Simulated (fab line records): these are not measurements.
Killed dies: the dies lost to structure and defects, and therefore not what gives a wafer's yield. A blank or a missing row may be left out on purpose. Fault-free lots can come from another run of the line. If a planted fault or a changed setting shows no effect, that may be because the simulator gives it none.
Chamber matching    flow n5-finfet    rie-diel-05 running N5_BEOL_M3_ETCHBACK_99: 4 sister chambers
The step etches SiO2 in CHF3, target depth 5 nm, time 10.4 s. 16 wafers are shown with their chamber, then 8 later ones without.

## WAFERS WITH THEIR CHAMBER
wafer   chamber  rf-vpp-V (V)  throttle-valve-pct (%)  oes-product-au (a.u.)
L075.2  1        240           17.06                   0.69
L075.3  0        240           16.52                   0.91
L075.4  3        234           16.83                   0.68
L079.2  0        241           16.54                   0.89
L079.3  2        242           16.83                   0.66
L079.5  0        240           16.54                   0.90
L081.2  2        240           16.85                   0.66
L081.3  1        239           17.09                   0.69
L081.5  1        238           17.11                   0.67
L090.3  3        235           16.40                   0.94
L090.5  1        242           16.65                   0.97
L090.6  3        233           16.40                   0.94
L091.1  3        233           16.38                   0.94
L091.4  3        233           16.39                   0.93
L091.5  1        242           16.65                   0.96
L092.1  1        243           16.66                   0.95

SIGNATURES (averages over the wafers above)
reading             chamber 0  chamber 1  chamber 2  chamber 3  scatter within a chamber
rf-vpp-V            240.33     240.67     241.00     233.60     1.45
throttle-valve-pct  16.5333    16.8700    16.8400    16.4800    0.191
oes-product-au      0.9000     0.8217     0.6600     0.8860     0.119
Rule: distance of a wafer from a chamber = root of the sum over the readings of ((wafer's reading minus chamber's mean) / reading's scatter) squared. The wafer belongs to the nearest chamber; if the next one is less than 2 further off, it can't be placed. The scatter: the root of (the sum of the squares of (reading less its chamber's mean) over the shown wafers, divided by (wafers less chambers)).

## WAFERS WHOSE CHAMBER IS MISSING
wafer   rf-vpp-V (V)  throttle-valve-pct (%)  oes-product-au (a.u.)
L092.3  233           16.40                   0.93
L092.6  239           16.60                   0.84
L094.1  240           16.44                   1.00
L094.2  240           16.58                   0.84
L094.6  240           16.59                   0.83
L095.1  233           16.41                   0.92
L095.5  234           16.42                   0.92
L095.6  241           16.47                   1.00

## WHICH CHAMBER EACH WENT THROUGH
wafer   from the rows above           in truth
L092.3  3                             3
L092.6  can't be placed: 0 or 1 or 2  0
L094.1  can't be placed: 0 or 1       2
L094.2  can't be placed: 0 or 1 or 2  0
L094.6  can't be placed: 0 or 1 or 2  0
L095.1  3                             3
L095.5  3                             3
L095.6  can't be placed: 0 or 1       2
3 of 8 placed correctly. Cannot be placed on the basis of these rows: 5; the candidates contain the true chamber in 3. Placed wrongly: 0.
